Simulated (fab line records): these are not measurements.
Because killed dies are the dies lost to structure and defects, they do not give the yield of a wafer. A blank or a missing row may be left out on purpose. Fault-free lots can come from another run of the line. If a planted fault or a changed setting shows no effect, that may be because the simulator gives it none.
fab line records	flow nandHarc
record: lots: 15	wafers: 45	lastDay: 24
route steps=1159 shown P_CONTACT@246 P_M0@274 P_M1@292
lots with no fault: from the same line, run without faults
startH: the number of hours between the record's first day and the start of the first shown wafer of the lot	waitH: how many hours have passed since the lot's step before this one	" repeats the value in the row above	L1.1+2: one row covering several wafers at once	- no value present, or no start provided	* or withheld: withheld	< > ~ a bound
route shown NAME@n: names a module that has steps shown in the file, with the first one's number in the route	usual: the fault-free wafers' mean and standard deviation	same: alike in all rows	chamber/n: place in a boat	sites: per-site readings	_std_site: standard deviation of those values	_edge_site: the outer-site mean with the inner-site mean subtracted	radiusMm: for every site, how far away it sits from the centre of the wafer	mask NAME#n: copy n	behind: tool/chamber where the wafer was last shaped	hold: what put the lot on hold/how long, in hours/how the hold closed	device: whichever transistor did not switch (one of n, p or np)	end of line: the tests these same wafers got at the end of their route	for a step that has no rows: nothing shown but its recipe	killed: dies that structure and defects cost at the first sort, which is not the same as the wafer's yield	map: the dies of a wafer, with x for killed, . for not killed, _ for no die there
set.NAME: the setting the step ran with; set.NAME@STEP: the setting that earlier step ran with	model.NAME: the simulator's own value behind a step, which no gauge read
one table for each step of the route and one row for each wafer, over a sample of lots
services: when a tool's chamber went out of use (startH, in hours from the record's first day, below 0 if earlier), for how many hours, and the reason
== steps ==
step: NHARC_P_CONTACT_PVD_32
recipe: targetThkA: 50	chamberPressurePa: 5	powerW: 5000	substrateTempC: 200	timeS: 17.7	material: Ti
usual: throttleValvePct: 29.8/1.1
lot.wafer	tool	chamber	startH	waitH	throttleValvePct
L285.4	pvdSputter-02	-	-	-	30.1
L285.1	"	-	"	"	29.3
L285.5	"	-	"	"	29.8
L287.3	pvdSputter-02	-	-	-	29.7
L287.4	"	-	"	"	28.5
L287.5	"	-	"	"	29.7
L289.2	pvdSputter-02	-	-	-	29.9
L289.1	"	-	"	"	28.7
L289.6	"	-	"	"	30.4
L286.2	pvdSputter-03	-	-	-	29.2
L286.4	"	-	"	"	31.0
L286.6	"	-	"	"	29.3
L291.2	pvdSputter-03	-	-	-	29.2
L291.1	"	-	"	"	31.5
L291.6	"	-	"	"	29.2
L292.2	pvdSputter-02	-	-	-	29.6
L292.3	"	-	"	"	30.0
L292.5	"	-	"	"	29.7
L293.3	pvdSputter-03	-	-	-	29.2
L293.1	"	-	"	"	29.4
L293.6	"	-	"	"	31.6
L295.4	pvdSputter-01	-	-	-	30.6
L295.2	"	-	"	"	30.7
L295.1	"	-	"	"	28.0
L302.3	pvdSputter-01	-	-	-	31.3
L302.5	"	-	"	"	30.9
L302.6	"	-	"	"	28.5
L304.2	pvdSputter-01	-	-	-	28.2
L304.4	"	-	"	"	30.5
L304.6	"	-	"	"	28.0
L303.4	pvdSputter-01	-	-	-	28.4
L303.3	"	-	"	"	27.8
L303.1	"	-	"	"	30.9
L305.2	pvdSputter-02	-	-	-	29.5
L305.1	"	-	"	"	30.5
L305.5	"	-	"	"	29.6
L307.1	pvdSputter-03	-	-	-	31.2
L307.3	"	-	"	"	29.2
L307.5	"	-	"	"	31.4
L306.2	pvdSputter-03	-	-	-	29.1
L306.4	"	-	"	"	31.5
L306.6	"	-	"	"	31.4
L308.2	pvdSputter-03	-	-	-	29.1
L308.1	"	-	"	"	29.3
L308.3	"	-	"	"	31.3
step: NHARC_P_M0_PVD_20
recipe: targetThkA: 50	biasV: 168.6	powerW: 15000	chamberPressurePa: 0.12	timeS: 8.06	substrateTempC: 50	material: TaN
usual: throttleValvePct: 29.8/1.2
lot.wafer	tool	chamber	startH	waitH	throttleValvePct
L285.1	pvdSputter-02	-	-	-	29.9
L285.4	"	-	"	"	29.4
L285.5	"	-	"	"	29.7
L287.4	pvdSputter-01	-	-	-	28.2
L287.3	"	-	"	"	31.0
L287.5	"	-	"	"	28.1
L289.2	pvdSputter-02	-	-	-	30.0
L289.1	"	-	"	"	29.1
L289.6	"	-	"	"	29.6
L286.2	pvdSputter-01	-	-	-	28.3
L286.4	"	-	"	"	28.2
L286.6	"	-	"	"	28.2
L291.2	pvdSputter-01	-	-	-	28.3
L291.1	"	-	"	"	28.1
L291.6	"	-	"	"	30.8
L292.3	pvdSputter-03	-	-	-	31.4
L292.2	"	-	"	"	31.3
L292.5	"	-	"	"	29.1
L293.1	pvdSputter-03	-	-	-	31.5
L293.3	"	-	"	"	29.2
L293.6	"	-	"	"	31.5
L295.2	pvdSputter-01	-	-	-	30.9
L295.4	"	-	"	"	28.4
L295.1	"	-	"	"	27.6
L302.3	pvdSputter-01	-	-	-	28.2
L302.6	"	-	"	"	30.9
L302.5	"	-	"	"	28.3
L304.2	pvdSputter-02	-	-	-	30.4
L304.4	"	-	"	"	30.1
L304.6	"	-	"	"	30.4
L303.4	pvdSputter-01	-	-	-	31.1
L303.1	"	-	"	"	28.7
L303.3	"	-	"	"	27.9
L305.1	pvdSputter-02	-	-	-	30.3
L305.2	"	-	"	"	29.5
L305.5	"	-	"	"	29.5
L307.3	pvdSputter-03	-	-	-	29.0
L307.1	"	-	"	"	31.3
L307.5	"	-	"	"	31.4
L306.2	pvdSputter-03	-	-	-	29.1
L306.4	"	-	"	"	31.5
L306.6	"	-	"	"	29.2
L308.1	pvdSputter-03	-	-	-	31.3
L308.3	"	-	"	"	29.1
L308.2	"	-	"	"	31.7
step: NHARC_P_M1_EXPOSE_06
recipe: na: 1.35	targetCdNm: 130	doseMj: 81.88	maskId: P_M1
usual: exposureDoseMJCm2: 82.9/0.62	focusOffsetNm: 0.1/0.52
lot.wafer	tool	chamber	startH	waitH	mask	exposureDoseMJCm2	focusOffsetNm
L285.1	arfiScanner-03	0	114.48	-	P_M1#0	83.3	0.6
L285.4	"	0	"	"	P_M1#0	83.4	0.7
L285.5	"	0	"	"	P_M1#0	83.3	0.8
L287.3	arfiScanner-03	0	139.38	-	P_M1#0	83.2	-0.1
L287.4	"	0	"	"	P_M1#0	83.2	0.0
L287.5	"	0	"	"	P_M1#0	83.2	-0.3
L289.1	arfiScanner-02	0	142.38	-	P_M1#0	83.3	0.4
L289.2	"	0	"	"	P_M1#0	83.3	-0.3
L289.6	"	0	"	"	P_M1#0	83.2	-0.7
L286.2	arfiScanner-02	0	142.55	-	P_M1#0	83.3	0.4
L286.4	"	0	"	"	P_M1#0	83.3	0.7
L286.6	"	0	"	"	P_M1#0	83.3	-0.6
L291.1	arfiScanner-02	0	160.15	-	P_M1#0	83.1	0.4
L291.2	"	0	"	"	P_M1#0	83.2	0.1
L291.6	"	0	"	"	P_M1#0	83.1	1.0
L292.2	arfiScanner-01	0	161.30	-	P_M1#0	81.8	-0.2
L292.3	"	0	"	"	P_M1#0	81.8	0.5
L292.5	"	0	"	"	P_M1#0	81.9	0.3
L293.1	arfiScanner-01	0	165.64	-	P_M1#0	81.7	0.0
L293.3	"	0	"	"	P_M1#0	81.8	-0.2
L293.6	"	0	"	"	P_M1#0	81.8	-0.2
L295.1	arfiScanner-03	0	196.34	-	P_M1#0	83.4	-0.2
L295.2	"	0	"	"	P_M1#0	83.5	0.0
L295.4	"	0	"	"	P_M1#0	83.3	-0.7
L302.3	arfiScanner-03	-	219.38	-	P_M1#0	-	-
L302.5	"	-	"	"	P_M1#0	-	-
L302.6	"	-	"	"	P_M1#0	-	-
L304.2	arfiScanner-02	-	228.57	-	P_M1#0	-	-
L304.4	"	-	"	"	P_M1#0	-	-
L304.6	"	-	"	"	P_M1#0	-	-
L303.1	arfiScanner-01	-	229.21	-	P_M1#0	-	-
L303.3	"	-	"	"	P_M1#0	-	-
L303.4	"	-	"	"	P_M1#0	-	-
L305.1	arfiScanner-01	0	234.75	-	P_M1#0	81.9	0.8
L305.2	"	0	"	"	P_M1#0	82.0	0.0
L305.5	"	0	"	"	P_M1#0	81.8	-0.7
L307.1	arfiScanner-02	0	246.01	-	P_M1#0	83.4	-0.3
L307.3	"	0	"	"	P_M1#0	83.4	-0.8
L307.5	"	0	"	"	P_M1#0	83.3	-0.5
L306.2	arfiScanner-03	0	246.70	-	P_M1#0	83.6	0.1
L306.4	"	0	"	"	P_M1#0	83.3	0.2
L306.6	"	0	"	"	P_M1#0	83.3	0.1
L308.1	arfiScanner-03	0	269.57	-	P_M1#0	83.2	-0.3
L308.2	"	0	"	"	P_M1#0	83.2	-0.3
L308.3	"	0	"	"	P_M1#0	83.3	-0.3
step: NHARC_P_M1_DESCUM_14
recipe: timeS: 3	o2FlowSccm: 200	arFlowSccm: 0	biasPowerW: 0	chemistry: O2
usual: drypumpMotorCurrentA: 5.8/0.36	oesProductAu: 1.000/0.01	rfVppV: 57.7/0.91	showerheadPlenumPTorr: 1.91/0.067	throttleValvePct: 11.311/0.0097
lot.wafer	tool	chamber	startH	waitH	drypumpMotorCurrentA	oesProductAu	rfHoursCounterH	rfVppV	showerheadPlenumPTorr	throttleValvePct
L285.1	rieDiel-10	2	114.80	0.1	5.9	1.004	7	58.1	1.88	11.320
L285.4	"	1	"	"	5.3	1.009	7	56.9	1.82	11.307
L285.5	"	3	"	"	6.2	1.010	-	56.1	1.87	11.307
L287.3	rieDiel-10	3	139.70	0.1	6.2	0.997	9	57.8	1.87	11.304
L287.4	"	0	"	"	5.9	0.982	9	57.7	1.96	11.301
L287.5	"	2	"	"	5.8	0.993	-	56.4	1.88	11.315
L289.1	rieDiel-02	0	142.72	0.1	5.8	1.008	10	58.2	1.98	11.303
L289.2	"	1	"	"	6.0	1.002	11	57.2	1.88	11.325
L289.6	"	0	"	"	5.7	1.009	-	57.9	1.98	11.300
L286.4	rieDiel-04	0	142.87	0.1	6.3	0.981	0	58.3	1.92	11.297
L286.2	"	3	"	"	5.3	1.004	0	58.9	1.92	11.317
L286.6	"	0	"	"	6.4	0.985	-	57.5	1.92	11.294
L291.1	rieDiel-10	2	160.49	0.1	5.8	1.005	10	58.2	1.88	11.308
L291.2	"	3	"	"	6.2	0.995	11	57.2	1.87	11.301
L291.6	"	2	"	"	5.8	1.017	-	57.1	1.88	11.298
L292.3	rieDiel-04	2	161.63	0.1	5.1	0.990	1	57.7	1.80	11.299
L292.2	"	1	"	"	5.8	1.000	1	59.3	1.99	11.311
L292.5	"	3	"	"	5.3	0.990	-	56.9	1.92	11.314
L293.1	rieDiel-10	3	165.97	0.1	6.2	1.007	11	56.5	1.87	11.313
L293.3	"	1	"	"	5.3	0.991	11	55.9	1.82	11.328
L293.6	"	0	"	"	5.9	0.996	-	57.4	1.96	11.320
L295.2	rieDiel-02	0	196.68	0.1	5.7	1.020	2	59.2	1.98	11.308
L295.1	"	1	"	"	6.0	1.022	1	55.7	1.88	11.317
L295.4	"	2	"	"	6.0	1.009	2	59.3	2.02	11.318
L302.3	rieDiel-04	2	219.71	0.1	5.1	1.003	2	57.7	1.80	11.300
L302.5	"	1	"	"	5.8	1.004	-	57.9	1.99	11.314
L302.6	"	2	"	"	5.2	1.006	-	56.3	1.80	11.309
L304.2	rieDiel-02	2	228.92	0.1	6.0	1.009	5	59.0	2.02	11.313
L304.4	"	3	"	"	5.9	0.995	4	57.7	1.84	11.296
L304.6	"	1	"	"	6.0	1.013	-	58.3	1.88	11.301
L303.1	rieDiel-04	3	229.56	0.1	5.2	0.999	2	57.3	1.92	11.289
L303.4	"	0	"	"	6.4	1.002	2	58.3	1.92	11.315
L303.3	"	1	"	"	5.8	1.002	2	58.9	1.99	11.312
L305.2	rieDiel-04	2	235.08	0.1	5.1	0.989	3	58.3	1.80	11.302
L305.1	"	1	"	"	5.8	0.991	3	57.4	1.99	11.311
L305.5	"	2	"	"	5.1	0.987	-	56.1	1.80	11.310
L307.1	rieDiel-02	2	246.34	0.1	6.0	1.019	6	58.2	2.02	11.313
L307.3	"	1	"	"	6.0	1.025	5	57.1	1.88	11.313
L307.5	"	3	"	"	5.9	1.003	-	57.1	1.84	11.311
L306.4	rieDiel-02	2	247.03	0.1	6.0	1.015	6	57.1	2.02	11.326
L306.2	"	0	"	"	5.8	1.000	6	59.3	1.98	11.313
L306.6	"	2	"	"	6.0	1.009	-	58.8	2.02	11.300
L308.3	rieDiel-10	2	269.90	0.1	5.9	1.011	7	56.5	1.88	11.300
L308.2	"	3	"	"	6.2	0.992	6	58.9	1.87	11.307
L308.1	"	0	"	"	5.9	0.996	7	57.8	1.96	11.303
== services ==
tool	chamber	startH	hours	kind
pvdSputter-03	-	102.00	10.0	pm
rieDiel-04	-	111.90	9.0	pm
pvdSputter-01	-	121.76	0.5	repair
arfiScanner-03	-	140.00	4.0	pm
pvdSputter-01	-	150.09	2.0	repair
rieDiel-02	-	150.70	9.0	pm
pvdSputter-01	-	158.00	10.0	pm
pvdSputter-03	-	164.64	4.3	repair
rieDiel-04	3	167.13	1.8	repair
rieDiel-02	3	175.22	6.3	repair
rieDiel-10	-	176.50	9.0	pm
rieDiel-04	3	182.45	3.8	repair
rieDiel-04	1	197.18	5.8	repair
pvdSputter-02	-	214.02	10.0	pm
arfiScanner-03	-	216.79	1.1	repair
rieDiel-10	3	233.23	27.6	repair
rieDiel-04	3	236.02	1.7	repair
arfiScanner-03	-	238.59	0.4	repair
rieDiel-04	1	239.57	16.0	repair
rieDiel-02	3	242.07	2.6	repair
pvdSputter-03	-	249.94	2.9	repair
rieDiel-10	1	251.93	5.6	repair
arfiScanner-02	-	256.00	4.0	pm
arfiScanner-02	-	266.44	0.6	repair
== key ==
firstSign: step: NHARC_P_M1_EXPOSE_06	reading: toolRecord	direction: missing
effect none on later readings
metAt NHARC_P_M1_EXPOSE_06
struckLots L302,L303,L304
laterRowsLeftOut L302.3,L302.5,L302.6,L303.1,L303.3,L303.4,L304.2,L304.4,L304.6
sortLeftOut L302.3,L302.5,L302.6,L303.1,L303.3,L303.4,L304.2,L304.4,L304.6
notActingAt NHARC_P_CONTACT_PVD_32,NHARC_P_M0_PVD_20,NHARC_P_M1_DESCUM_14
onsetBetween 196.34 219.38
fault: kind: skippedStepWhole	tool: arfiScanner-01,arfiScanner-02,arfiScanner-03	chamber: -	onsetH: 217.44	steps: NHARC_P_M1_EXPOSE_06	scope: struckLotsOnly
sortLeftOut: the simulated sort isn't trusted on such a fault, so these wafers' sort isn't shown, and their yield isn't known
laterRowsLeftOut: the simulator's readings of these wafers behind a module that went badly wrong aren't trusted and aren't shown, but for the sort
